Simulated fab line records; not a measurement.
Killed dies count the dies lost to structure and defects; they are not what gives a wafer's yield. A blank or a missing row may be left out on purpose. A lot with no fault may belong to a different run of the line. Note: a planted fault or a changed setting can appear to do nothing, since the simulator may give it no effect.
fab line records	flow n5Finfet
[record] lots = 24	wafers = 72	lastDay = 17
route steps=1938 shown BEOL_M15@1814 MIM_TOP@1835 MIM_TOP_LITHO@1848 PASS1_CAP@1873
lots with no fault: from the same line, run without faults
startH: hours from the record's opening day to when the first of the lot's shown wafers began	waitH: time in hours since the lot's previous step	" repeats the value in the row above	L1.1+2: several wafers, shown together as one row	- no value present, or no start provided	* or withheld: withheld	< > ~ a bound
route shown NAME@n: names a module that has steps shown in the file, with the first one's number in the route	usual: the fault-free wafers' mean and standard deviation	same: alike in all rows	chamber/n: place in a boat	sites: readings site by site	_std_site: standard deviation across them	_edge_site: inner sites' mean taken away from outer sites' mean	radiusMm: how far each site lies from the wafer's centre	mask NAME#n: copy n	behind: the most recent tool/chamber to have shaped the wafer	hold: the reason the lot was held/the length of the hold in hours/how it ended	device: the transistor (n, p or np) that didn't switch	end of line: at the end of the route, the tests of the same wafers	a step with no rows: only its recipe	killed: dies that structure and defects cost at the first sort, which is not the same as the wafer's yield	map: a wafer's dies, x killed, . not, _ none there
set.NAME: the setting the step ran with; set.NAME@STEP: the setting that earlier step ran with	model.NAME: the simulator's own value behind a step, which no gauge read
route steps across a sampled set of lots; one table per step, one row per wafer
services: a tool's chamber out of use, with start hour (startH, from the record's first day; less than 0 if before it), hours out, and reason
[[steps]]
[step N5_BEOL_M15_ETCH_38]
[recipe] chemistry = CF4/N2	target = SiCN	targetDepthA = 1064	taperDeg = 2	timeS = 120.5	ionEnergyEv = 150	maskMaterial = SiO2	pressureMtorr = 40	sourceW = 430	biasW = 70	Ar_flow_sccm = 100	cf4FlowSccm = 60	n2FlowSccm = 60
[usual] cf4FlowSccm = 59.97/0.16	drypumpMotorCurrentA = 5.7/0.42	oesProductAu = 0.79/0.071	rfVppV = 382.4/1.5	showerheadPlenumPTorr = 2.21/0.055	throttleValvePct = 15.56/0.27
lot.wafer	tool	chamber	startH	waitH	cf4FlowSccm	drypumpMotorCurrentA	oesProductAu	rfHoursCounterH	rfVppV	showerheadPlenumPTorr	throttleValvePct
L074.2	rieDiel-02	3	-	-	60.14	5.7	0.67	265	380.7	2.16	15.85
L074.3	"	2	"	"	59.88	5.9	0.72	165	381.0	2.21	15.83
L074.5	"	2	"	"	60.19	6.0	0.73	-	382.1	2.21	15.83
L075.3	rieDiel-05	1	-	-	59.97	5.8	0.84	61	380.2	2.16	15.26
L075.4	"	2	"	"	60.17	5.9	0.79	122	381.9	2.22	15.50
L075.6	"	1	"	"	59.99	5.8	0.83	-	379.5	2.16	15.25
L076.3	rieDiel-04	0	-	-	60.04	5.4	0.77	154	380.9	2.12	15.43
L076.4	"	2	"	"	59.95	5.3	0.91	30	384.0	2.26	15.14
L076.6	"	3	"	"	59.92	5.4	0.85	-	383.0	2.24	15.22
L077.1	rieDiel-05	3	-	-	60.04	5.8	0.71	199	384.2	2.29	15.89
L077.3	"	1	"	"	60.16	5.8	0.83	67	381.3	2.16	15.27
L077.4	"	2	"	"	59.73	5.9	0.79	129	383.1	2.21	15.52
L078.1	rieDiel-02	1	-	-	59.87	6.3	0.98	1	384.7	2.34	15.21
L078.3	"	2	"	"	60.02	6.0	0.71	175	382.6	2.21	15.88
L078.5	"	2	"	"	59.87	6.0	0.72	-	383.7	2.21	15.88
L081.1	rieDiel-05	2	-	-	60.21	5.9	0.78	136	382.7	2.21	15.53
L081.2	"	3	"	"	59.89	5.9	0.71	206	383.5	2.29	15.92
L081.3	"	0	"	"	60.06	4.9	0.77	161	381.8	2.21	15.87
L079.1	rieDiel-02	2	-	-	59.87	6.0	0.71	181	382.2	2.21	15.89
L079.4	"	2	"	"	60.10	6.0	0.72	-	380.4	2.21	15.88
L079.6	"	1	"	"	60.09	6.3	0.94	-	386.3	2.34	15.21
L080.1	rieDiel-04	0	-	-	59.93	5.4	0.76	162	379.9	2.12	15.45
L080.2	"	1	"	"	59.93	6.4	0.84	76	384.7	2.22	15.49
L080.4	"	2	"	"	59.87	5.2	0.90	37	383.4	2.25	15.14
L082.2	rieDiel-05	2	-	-	59.96	5.9	0.78	140	382.1	2.21	15.54
L082.4	"	0	"	"	60.16	5.0	0.76	164	383.1	2.21	15.88
L082.6	"	1	"	"	59.96	5.8	0.81	-	381.1	2.15	15.29
L083.3	rieDiel-04	3	-	-	59.94	5.4	0.84	72	382.6	2.23	15.24
L083.5	"	2	"	"	59.61	5.3	0.88	-	381.5	2.25	15.16
L083.6	"	3	"	"	59.93	5.4	0.85	-	382.5	2.23	15.25
L084.3	rieDiel-05	1	-	-	59.87	5.8	0.80	82	380.3	2.15	15.32
L084.4	"	2	"	"	60.00	6.0	0.77	144	382.6	2.21	15.55
L084.5	"	1	"	"	59.90	5.8	0.81	-	380.5	2.15	15.32
L085.3	rieDiel-04	3	-	-	60.33	5.4	0.84	76	383.0	2.23	15.25
L085.5	"	0	"	"	60.24	5.4	0.77	-	380.4	2.11	15.47
L085.6	"	1	"	"	59.86	6.5	0.84	-	381.4	2.22	15.53
L086.2	rieDiel-04	3	-	-	59.93	5.4	0.84	77	383.9	2.23	15.26
L086.3	"	1	"	"	60.06	6.4	0.83	88	384.0	2.22	15.51
L086.5	"	1	"	"	60.07	6.4	0.83	-	384.3	2.22	15.51
L088.3	rieDiel-04	1	-	-	59.76	6.5	0.83	89	383.1	2.22	15.51
L088.4	"	3	"	"	59.72	5.4	0.83	78	382.9	2.23	15.25
L088.6	"	0	"	"	60.19	5.4	0.75	-	380.2	2.11	15.50
L087.2	rieDiel-04	0	-	-	59.82	5.4	0.76	176	380.0	2.11	15.48
L087.3	"	2	"	"	59.86	5.3	0.86	52	382.7	2.25	15.16
L087.4	"	3	"	"	59.80	5.4	0.83	79	382.5	2.23	15.24
L089.4	rieDiel-05	3	-	-	60.01	5.8	0.71	222	383.7	2.28	15.94
L089.5	"	0	"	"	60.07	5.0	0.76	-	382.4	2.20	15.91
L089.6	"	1	"	"	59.82	5.8	0.79	-	381.4	2.15	15.32
L091.1	rieDiel-05	3	-	-	60.23	5.8	0.70	223	384.5	2.28	15.94
L091.2	"	0	"	"	59.86	5.0	0.75	179	382.8	2.20	15.92
L091.5	"	2	"	"	60.05	5.9	0.77	-	383.4	2.20	15.57
L090.3	rieDiel-05	1	-	-	59.88	5.8	0.78	94	380.9	2.15	15.35
L090.4	"	0	"	"	59.83	5.0	0.75	181	383.3	2.20	15.91
L090.5	"	1	"	"	59.99	5.8	0.79	-	380.6	2.15	15.34
L093.1	rieDiel-05	3	-	-	59.90	5.8	0.69	230	384.9	2.28	15.97
L093.2	"	2	"	"	60.10	6.0	0.75	161	382.8	2.20	15.58
L093.3	"	1	"	"	59.86	5.8	0.79	99	380.4	2.15	15.35
L092.1	rieDiel-04	0	-	-	59.96	5.4	0.75	187	380.0	2.11	15.51
L092.2	"	3	"	"	60.01	5.4	0.82	90	383.5	2.23	15.27
L092.3	"	1	"	"	59.86	6.4	0.82	102	382.0	2.21	15.54
L095.1	rieDiel-05	1	-	-	60.25	5.9	0.78	104	379.3	2.15	15.36
L095.2	"	3	"	"	59.99	5.8	0.69	234	384.7	2.28	15.96
L095.3	"	2	"	"	59.75	5.9	0.75	164	383.4	2.20	15.59
L094.2	rieDiel-02	1	-	-	60.30	6.3	0.87	39	385.8	2.33	15.26
L094.4	"	3	"	"	59.95	5.7	0.94	22	381.3	2.15	15.37
L094.5	"	3	"	"	59.89	5.7	0.93	-	381.5	2.15	15.38
L097.1	rieDiel-05	2	-	-	59.97	5.9	0.74	164	383.0	2.20	15.58
L097.3	"	0	"	"	60.11	5.0	0.74	191	381.9	2.20	15.93
L097.6	"	2	"	"	60.16	5.9	0.74	-	382.4	2.20	15.58
L096.2	rieDiel-02	2	-	-	59.88	5.9	0.69	213	381.0	2.19	15.94
L096.3	"	0	"	"	59.97	6.1	0.86	31	381.9	2.24	15.35
L096.4	"	3	"	"	60.13	5.8	0.94	22	380.6	2.15	15.37
[step N5_BEOL_M15_SPUTTER_43]
[recipe] material = TaN	targetThkA = 150	tempC = 50	biasV = 168.6	powerW = 15000	chamberPressurePa = 0.12	timeS = 24.19
[usual] susceptorTempC = 50.01/0.12	throttleValvePct = 30.4/1.2
lot.wafer	tool	chamber	startH	waitH	susceptorTempC	throttleValvePct
L074.2	pvdSputter-01	-	249.07	0.0	49.95	31.8
L074.3	"	-	"	"	50.12	31.4
L074.5	"	-	"	"	49.99	32.2
L075.3	pvdSputter-03	-	250.80	0.0	49.95	29.3
L075.4	"	-	"	"	49.88	30.1
L075.6	"	-	"	"	49.98	29.2
L076.3	pvdSputter-03	-	269.31	0.0	49.91	30.6
L076.4	"	-	"	"	50.00	29.8
L076.6	"	-	"	"	50.03	30.8
L077.1	pvdSputter-03	-	269.63	0.0	50.24	30.6
L077.3	"	-	"	"	50.15	29.8
L077.4	"	-	"	"	50.17	29.1
L078.1	pvdSputter-03	-	275.34	0.0	49.95	30.4
L078.3	"	-	"	"	50.15	29.7
L078.5	"	-	"	"	50.09	29.5
L081.1	pvdSputter-02	-	291.27	0.0	50.04	28.6
L081.2	"	-	"	"	50.01	29.9
L081.3	"	-	"	"	50.26	29.1
L079.1	pvdSputter-01	-	291.58	0.0	50.16	30.9
L079.4	"	-	"	"	50.14	31.9
L079.6	"	-	"	"	50.03	31.8
L080.1	pvdSputter-03	-	298.18	0.0	50.19	29.2
L080.2	"	-	"	"	49.96	30.6
L080.4	"	-	"	"	50.29	30.4
L082.2	pvdSputter-01	-	305.45	0.0	49.99	31.6
L082.4	"	-	"	"	50.08	32.1
L082.6	"	-	"	"	49.91	31.3
L083.3	pvdSputter-01	-	318.88	0.0	49.97	31.8
L083.5	"	-	"	"	49.91	31.5
L083.6	"	-	"	"	49.96	30.9
L084.3	pvdSputter-02	-	322.64	0.0	49.97	28.0
L084.4	"	-	"	"	50.06	29.7
L084.5	"	-	"	"	49.99	29.5
L085.3	pvdSputter-01	-	332.75	1.0	49.85	32.0
L085.5	"	-	"	"	49.78	31.7
L085.6	"	-	"	"	49.88	31.9
L086.2	pvdSputter-01	-	333.15	0.0	50.02	31.9
L086.3	"	-	"	"	49.82	31.9
L086.5	"	-	"	"	49.83	31.5
L088.3	pvdSputter-02	-	335.76	0.0	50.06	29.5
L088.4	"	-	"	"	49.90	28.8
L088.6	"	-	"	"	50.01	28.2
L087.2	pvdSputter-01	-	341.17	0.0	50.23	32.0
L087.3	"	-	"	"	50.05	32.2
L087.4	"	-	"	"	49.99	31.4
L089.4	pvdSputter-03	-	344.59	0.0	49.85	29.4
L089.5	"	-	"	"	49.95	30.7
L089.6	"	-	"	"	50.07	29.4
L091.1	pvdSputter-01	-	350.04	0.0	50.01	31.4
L091.2	"	-	"	"	49.93	32.0
L091.5	"	-	"	"	50.11	31.4
L090.3	pvdSputter-01	-	356.72	0.0	50.17	32.1
L090.4	"	-	"	"	50.02	30.8
L090.5	"	-	"	"	50.04	30.7
L093.1	pvdSputter-02	-	373.49	0.0	49.87	29.7
L093.2	"	-	"	"	49.88	27.8
L093.3	"	-	"	"	49.94	29.3
L092.1	pvdSputter-02	-	379.33	0.0	49.96	28.8
L092.2	"	-	"	"	50.32	29.6
L092.3	"	-	"	"	50.02	28.2
L095.1	pvdSputter-01	-	384.34	0.0	50.13	32.0
L095.2	"	-	"	"	50.05	30.9
L095.3	"	-	"	"	49.95	31.6
L094.2	pvdSputter-02	-	384.35	0.0	49.98	29.8
L094.4	"	-	"	"	49.86	29.2
L094.5	"	-	"	"	49.95	29.3
L097.1	pvdSputter-01	-	384.66	0.0	49.88	31.2
L097.3	"	-	"	"	49.87	31.9
L097.6	"	-	"	"	49.88	32.4
L096.2	pvdSputter-03	-	384.70	0.0	49.84	29.4
L096.3	"	-	"	"	50.04	30.0
L096.4	"	-	"	"	49.95	30.5
[step N5_MIM_TOP_ALD_01]
[recipe] material = HfO2	targetThkA = 56	tempC = withheld	aldPrecursorFamily = Hf-amide	aldCoReactant = O3	pulseTimeS = 1	purgeTimeS = 3	coReactantPurgeTimeS = 2	coReactantPulseTimeS = 3	aldCycles = 62
[usual] precursorPulseHeightRel = 1.000/0.02
lot.wafer	tool	chamber	startH	waitH	precursorPulseHeightRel
L074.2	aldHk-01	1	-	-	1.015
L074.3	"	0	"	"	1.003
L074.5	"	2	"	"	0.999
L075.3	aldHk-03	0	-	-	1.001
L075.4	"	1	"	"	1.006
L075.6	"	2	"	"	1.047
L076.3	aldHk-02	1	-	-	0.950
L076.4	"	0	"	"	1.018
L076.6	"	0	"	"	1.018
L077.1	aldHk-01	0	-	-	1.005
L077.3	"	1	"	"	1.014
L077.4	"	3	"	"	0.984
L078.1	aldHk-03	1	-	-	0.980
L078.3	"	3	"	"	1.001
L078.5	"	0	"	"	1.009
L081.1	aldHk-01	3	-	-	0.984
L081.2	"	2	"	"	1.024
L081.3	"	0	"	"	1.017
L079.1	aldHk-03	2	-	-	0.988
L079.4	"	3	"	"	1.024
L079.6	"	2	"	"	1.021
L080.1	aldHk-02	1	-	-	1.022
L080.2	"	0	"	"	0.971
L080.4	"	2	"	"	1.002
L082.2	aldHk-03	3	-	-	0.968
L082.4	"	0	"	"	1.016
L082.6	"	1	"	"	0.963
L083.3	aldHk-02	2	-	-	0.980
L083.5	"	2	"	"	0.986
L083.6	"	3	"	"	1.005
L084.3	aldHk-03	3	-	-	1.034
L084.4	"	0	"	"	0.995
L084.5	"	0	"	"	0.992
L085.3	aldHk-02	2	-	-	1.030
L085.5	"	0	"	"	1.015
L085.6	"	3	"	"	1.013
L086.2	aldHk-03	1	-	-	0.981
L086.3	"	3	"	"	1.007
L086.5	"	2	"	"	0.985
L088.3	aldHk-01	1	-	-	1.039
L088.4	"	3	"	"	0.994
L088.6	"	1	"	"	1.009
L087.2	aldHk-01	1	-	-	0.993
L087.3	"	2	"	"	0.975
L087.4	"	3	"	"	1.003
L089.4	aldHk-03	2	-	-	0.987
L089.5	"	3	"	"	0.979
L089.6	"	2	"	"	1.035
L091.1	aldHk-03	1	-	-	0.978
L091.2	"	0	"	"	1.029
L091.5	"	3	"	"	0.983
L090.3	aldHk-03	3	-	-	1.000
L090.4	"	2	"	"	1.004
L090.5	"	1	"	"	1.008
L093.1	aldHk-01	3	-	-	1.012
L093.2	"	0	"	"	0.995
L093.3	"	2	"	"	0.994
L092.1	aldHk-01	0	-	-	0.987
L092.2	"	3	"	"	1.023
L092.3	"	1	"	"	1.042
L095.1	aldHk-03	1	-	-	0.992
L095.2	"	0	"	"	0.970
L095.3	"	2	"	"	1.004
L094.2	aldHk-02	2	-	-	1.013
L094.4	"	1	"	"	1.007
L094.5	"	2	"	"	1.001
L097.1	aldHk-01	0	-	-	1.003
L097.3	"	2	"	"	1.001
L097.6	"	1	"	"	0.998
L096.2	aldHk-03	0	-	-	0.973
L096.3	"	2	"	"	0.984
L096.4	"	3	"	"	1.000
[step N5_MIM_TOP_ALD_02]
[recipe] material = Al2O3	targetThkA = *	tempC = withheld	aldPrecursorFamily = TMA	aldCoReactant = O3	pulseTimeS = withheld	purgeTimeS = 3	coReactantPurgeTimeS = withheld	coReactantPulseTimeS = 3	aldCycles = withheld
[usual] precursorPulseHeightRel = 0.999/0.016
lot.wafer	tool	chamber	startH	waitH	precursorPulseHeightRel
L074.2	aldHk-01	1	-	-	0.974
L074.3	"	0	"	"	0.999
L074.5	"	2	"	"	0.997
L075.3	aldHk-03	0	-	-	1.028
L075.4	"	1	"	"	0.999
L075.6	"	2	"	"	0.989
L076.3	aldHk-02	1	-	-	1.004
L076.4	"	0	"	"	1.019
L076.6	"	0	"	"	0.986
L077.1	aldHk-01	0	-	-	0.997
L077.3	"	1	"	"	1.006
L077.4	"	3	"	"	0.985
L078.1	aldHk-03	1	-	-	1.017
L078.3	"	3	"	"	0.997
L078.5	"	0	"	"	0.986
L081.1	aldHk-01	3	-	-	0.974
L081.2	"	2	"	"	1.006
L081.3	"	0	"	"	0.996
L079.1	aldHk-03	2	-	-	0.992
L079.4	"	3	"	"	0.982
L079.6	"	2	"	"	1.004
L080.1	aldHk-02	1	-	-	1.015
L080.2	"	0	"	"	0.987
L080.4	"	2	"	"	1.004
L082.2	aldHk-03	3	-	-	1.027
L082.4	"	0	"	"	0.989
L082.6	"	1	"	"	0.997
L083.3	aldHk-02	2	-	-	0.981
L083.5	"	2	"	"	1.035
L083.6	"	3	"	"	1.011
L084.3	aldHk-03	3	-	-	1.014
L084.4	"	0	"	"	0.978
L084.5	"	0	"	"	0.965
L085.3	aldHk-02	2	-	-	1.010
L085.5	"	0	"	"	0.994
L085.6	"	3	"	"	1.023
L086.2	aldHk-03	1	-	-	1.009
L086.3	"	3	"	"	0.999
L086.5	"	2	"	"	1.009
L088.3	aldHk-01	1	-	-	0.999
L088.4	"	3	"	"	0.966
L088.6	"	1	"	"	0.999
L087.2	aldHk-01	1	-	-	0.996
L087.3	"	2	"	"	0.985
L087.4	"	3	"	"	1.017
L089.4	aldHk-03	2	-	-	1.024
L089.5	"	3	"	"	0.991
L089.6	"	2	"	"	1.017
L091.1	aldHk-03	1	-	-	1.021
L091.2	"	0	"	"	0.990
L091.5	"	3	"	"	0.983
L090.3	aldHk-03	3	-	-	0.972
L090.4	"	2	"	"	0.983
L090.5	"	1	"	"	1.006
L093.1	aldHk-01	3	-	-	1.040
L093.2	"	0	"	"	1.025
L093.3	"	2	"	"	0.969
L092.1	aldHk-01	0	-	-	1.020
L092.2	"	3	"	"	1.011
L092.3	"	1	"	"	1.003
L095.1	aldHk-03	1	-	-	0.997
L095.2	"	0	"	"	1.031
L095.3	"	2	"	"	0.983
L094.2	aldHk-02	2	-	-	1.006
L094.4	"	1	"	"	0.991
L094.5	"	2	"	"	0.989
L097.1	aldHk-01	0	-	-	0.968
L097.3	"	2	"	"	0.975
L097.6	"	1	"	"	1.021
L096.2	aldHk-03	0	-	-	1.012
L096.3	"	2	"	"	1.030
L096.4	"	3	"	"	0.970
[step N5_MIM_TOP_LITHO_OVL_MEAS_11]
[recipe] pointsPerWafer = 44
[usual] MIM_TOP_OVL = 2/5
lot.wafer	tool	chamber	startH	waitH	MIM_TOP_OVL[nm]
L074.2	overlay-01	0	254.33	0.0	6
L074.3	"	0	"	"	11
L074.5	"	0	"	"	6
L075.3	overlay-01	0	254.70	0.0	9
L075.4	"	0	"	"	11
L075.6	"	0	"	"	4
L076.3	overlay-01	0	276.08	0.0	-3
L076.4	"	0	"	"	-6
L076.6	"	0	"	"	-3
L077.1	overlay-02	0	278.53	0.0	1
L077.3	"	0	"	"	5
L077.4	"	0	"	"	1
L078.1	overlay-02	0	281.95	0.0	3
L078.3	"	0	"	"	-5
L078.5	"	0	"	"	-2
L081.1	overlay-02	0	295.95	0.0	-1
L081.2	"	0	"	"	6
L081.3	"	0	"	"	6
L079.1	overlay-01	0	299.89	0.0	3
L079.4	"	0	"	"	-4
L079.6	"	0	"	"	-2
L080.1	overlay-01	0	302.55	0.0	4
L080.2	"	0	"	"	3
L080.4	"	0	"	"	6
L082.2	overlay-02	0	315.79	0.0	3
L082.4	"	0	"	"	6
L082.6	"	0	"	"	5
L083.3	overlay-01	0	325.51	0.0	4
L083.5	"	0	"	"	0
L083.6	"	0	"	"	9
L084.3	overlay-01	0	326.58	0.0	-2
L084.4	"	0	"	"	-1
L084.5	"	0	"	"	-3
L085.3	overlay-01	0	336.79	0.0	10
L085.5	"	0	"	"	6
L085.6	"	0	"	"	7
L086.2	overlay-01	0	339.29	0.0	0
L086.3	"	0	"	"	8
L086.5	"	0	"	"	-4
L088.3	overlay-02	0	340.92	0.0	5
L088.4	"	0	"	"	10
L088.6	"	0	"	"	1
L087.2	overlay-01	0	345.13	0.0	-3
L087.3	"	0	"	"	0
L087.4	"	0	"	"	8
L089.4	overlay-02	0	349.56	0.0	7
L089.5	"	0	"	"	3
L089.6	"	0	"	"	-1
L091.1	overlay-02	0	356.57	0.0	6
L091.2	"	0	"	"	13
L091.5	"	0	"	"	18
L090.3	overlay-02	0	362.21	0.0	-1
L090.4	"	0	"	"	-2
L090.5	"	0	"	"	-10
L093.1	overlay-02	0	378.76	0.0	1
L093.2	"	0	"	"	6
L093.3	"	0	"	"	-2
L092.1	overlay-01	0	384.17	0.0	5
L092.2	"	0	"	"	8
L092.3	"	0	"	"	3
L095.1	overlay-01	0	390.65	0.0	-6
L095.2	"	0	"	"	-1
L095.3	"	0	"	"	-6
L094.2	overlay-01	0	390.81	0.0	4
L094.4	"	0	"	"	9
L094.5	"	0	"	"	8
L097.1	overlay-02	0	391.09	0.0	3
L097.3	"	0	"	"	2
L097.6	"	0	"	"	4
L096.2	overlay-02	0	391.25	0.0	-2
L096.3	"	0	"	"	1
L096.4	"	0	"	"	3
[step N5_PASSIVATION_PECVD_55]
[recipe] material = SiO2	targetThkA = 4000	tempC = 400	precursor = SiH4/N2O	pressureTorr = 2.7	rfW = 608	timeS = 22.5
[usual] chamberPressureTorr = 2.700/0.006	heaterPowerW = 617/74	showerheadPlenumPTorr = 8.15/0.096	susceptorTempC = 399.99/0.21	throttleValvePct = 52.4/2.7
lot.wafer	tool	chamber	startH	waitH	chamberPressureTorr	heaterPowerW	showerheadPlenumPTorr	susceptorTempC	throttleValvePct
L074.2	pecvd-01	1	256.03	0.0	2.704	713	8.12	400.23	51.5
L074.3	"	0	"	"	2.690	649	7.96	400.01	49.4
L074.5	"	1	"	"	2.700	726	8.13	400.20	51.6
L075.3	pecvd-03	2	256.37	0.0	2.703	528	8.13	400.04	48.0
L075.4	"	0	"	"	2.689	616	8.27	399.87	51.8
L075.6	"	1	"	"	2.696	561	8.10	399.79	55.1
L076.3	pecvd-01	0	277.91	0.0	2.704	634	7.97	399.95	49.3
L076.4	"	0	"	"	2.703	653	7.96	400.14	49.0
L076.6	"	2	"	"	2.704	571	8.16	399.89	54.6
L077.1	pecvd-01	2	280.33	0.0	2.699	635	8.17	399.90	55.1
L077.3	"	1	"	"	2.703	683	8.12	399.64	51.8
L077.4	"	1	"	"	2.702	718	8.09	399.82	52.0
L078.1	pecvd-01	1	283.92	0.0	2.692	773	8.09	399.69	51.6
L078.3	"	2	"	"	2.702	597	8.17	400.11	54.8
L078.5	"	1	"	"	2.697	600	8.13	399.77	51.8
L081.1	pecvd-04	1	297.78	0.0	2.697	635	8.31	399.54	58.0
L081.2	"	2	"	"	2.704	613	8.20	400.06	51.4
L081.3	"	0	"	"	2.690	531	8.08	400.04	52.3
L079.1	pecvd-01	2	301.91	0.0	2.691	629	8.22	400.14	54.9
L079.4	"	0	"	"	2.706	541	7.97	399.89	49.0
L079.6	"	2	"	"	2.696	627	8.19	400.11	54.7
L080.1	pecvd-03	2	304.40	0.0	2.706	524	8.13	399.91	47.8
L080.2	"	1	"	"	2.691	515	8.13	399.73	55.2
L080.4	"	0	"	"	2.709	622	8.27	400.06	51.9
L082.2	pecvd-04	2	317.87	0.0	2.703	589	8.21	400.19	51.5
L082.4	"	0	"	"	2.704	549	8.08	399.67	52.3
L082.6	"	1	"	"	2.695	608	8.33	400.04	57.9
L083.3	pecvd-04	0	327.41	0.0	2.704	585	8.11	399.96	52.3
L083.5	"	1	"	"	2.694	509	8.34	399.78	57.8
L083.6	"	2	"	"	2.702	506	8.21	400.14	51.4
L084.3	pecvd-04	2	328.69	0.0	2.701	622	8.22	399.78	51.6
L084.4	"	2	"	"	2.695	629	8.21	399.93	51.5
L084.5	"	0	"	"	2.695	587	8.11	399.64	52.4
L085.3	pecvd-03	0	338.77	0.0	2.698	765	8.26	400.12	51.9
L085.5	"	1	"	"	2.705	551	8.15	400.17	55.0
L085.6	"	0	"	"	2.701	750	8.27	399.80	51.9
L086.2	pecvd-04	2	341.29	0.0	2.699	556	8.22	400.17	51.3
L086.3	"	0	"	"	2.708	613	8.10	400.24	52.3
L086.5	"	2	"	"	2.699	570	8.23	400.44	51.5
L088.3	pecvd-04	2	342.74	0.0	2.694	558	8.21	400.10	51.6
L088.4	"	0	"	"	2.698	567	8.10	399.68	52.3
L088.6	"	2	"	"	2.697	588	8.21	400.36	51.2
L087.2	pecvd-03	2	347.29	0.0	2.705	599	8.13	399.97	48.2
L087.3	"	1	"	"	2.698	542	8.12	400.52	54.9
L087.4	"	0	"	"	2.694	693	8.26	400.09	52.1
L089.4	pecvd-01	0	351.41	0.0	2.701	706	7.96	399.27	49.2
L089.5	"	1	"	"	2.697	757	8.10	399.80	51.6
L089.6	"	2	"	"	2.696	572	8.17	400.20	55.3
L091.1	pecvd-03	2	358.49	0.0	2.700	569	8.14	399.75	48.3
L091.2	"	0	"	"	2.700	676	8.27	400.21	52.1
L091.5	"	0	"	"	2.697	715	8.27	400.29	52.0
L090.3	pecvd-01	1	363.95	0.1	2.703	659	8.14	400.28	51.6
L090.4	"	0	"	"	2.699	642	7.98	400.02	49.3
L090.5	"	1	"	"	2.702	683	8.11	399.85	51.6
L093.1	pecvd-03	1	380.82	0.0	2.710	531	8.15	400.00	54.9
L093.2	"	0	"	"	2.693	748	8.25	400.27	52.0
L093.3	"	2	"	"	2.700	576	8.13	400.00	48.4
L092.1	pecvd-04	0	386.08	0.0	2.694	577	8.11	399.95	52.3
L092.2	"	2	"	"	2.711	614	8.24	400.24	52.0
L092.3	"	2	"	"	2.710	631	8.21	399.87	51.9
L094.2	pecvd-04	0	393.06	0.0	2.709	487	8.08	399.63	52.3
L094.4	"	0	"	"	2.706	516	8.09	399.97	52.4
L094.5	"	0	"	"	2.696	552	8.12	399.90	52.5
L095.1	pecvd-01	2	393.32	0.0	2.692	589	8.18	400.50	55.2
L095.2	"	1	"	"	2.696	750	8.12	400.21	51.7
L095.3	"	0	"	"	2.702	598	7.97	400.21	49.1
L097.1	pecvd-03	1	393.47	0.0	2.698	596	8.12	400.17	54.8
L097.3	"	1	"	"	2.709	465	8.14	399.95	54.9
L097.6	"	1	"	"	2.699	489	8.14	400.01	55.0
L096.2	pecvd-01	2	393.56	0.0	2.694	616	8.19	400.14	55.7
L096.3	"	0	"	"	2.703	681	7.96	399.97	49.0
L096.4	"	2	"	"	2.693	614	8.18	400.05	55.1
[[services]]
tool	chamber	startH	hours	kind
rieDiel-05	2	233.75	3.4	repair
pecvd-04	1	237.00	5.5	scheduledDown
aldHk-01	-	239.80	4.3	pm
rieDiel-02	1	255.03	-	clean
rieDiel-02	1	255.03	-	consumableReplace:focusRing
rieDiel-02	1	255.03	-	consumableReplace:showerhead
rieDiel-02	1	255.03	15.8	scheduledDown
rieDiel-02	-	256.05	0.7	repair
rieDiel-02	0	260.26	18.6	repair
pecvd-03	-	304.90	6.0	pm
aldHk-01	-	305.07	8.7	pm
rieDiel-04	1	309.85	1.3	repair
pecvd-03	2	311.78	4.6	repair
aldHk-02	-	332.59	0.8	repair
pecvd-01	-	340.44	3.9	repair
pecvd-04	0	345.28	2.1	scheduledDown
pecvd-01	2	359.55	5.5	scheduledDown
pecvd-04	-	361.97	6.0	pm
pecvd-03	0	364.09	2.1	scheduledDown
pecvd-04	1	383.62	-	clean
pecvd-04	1	383.62	-	consumableReplace:showerhead
aldHk-02	-	384.64	1.0	repair
rieDiel-04	-	387.79	4.3	pm
pecvd-03	2	388.81	5.5	scheduledDown
[[key]]
fault none
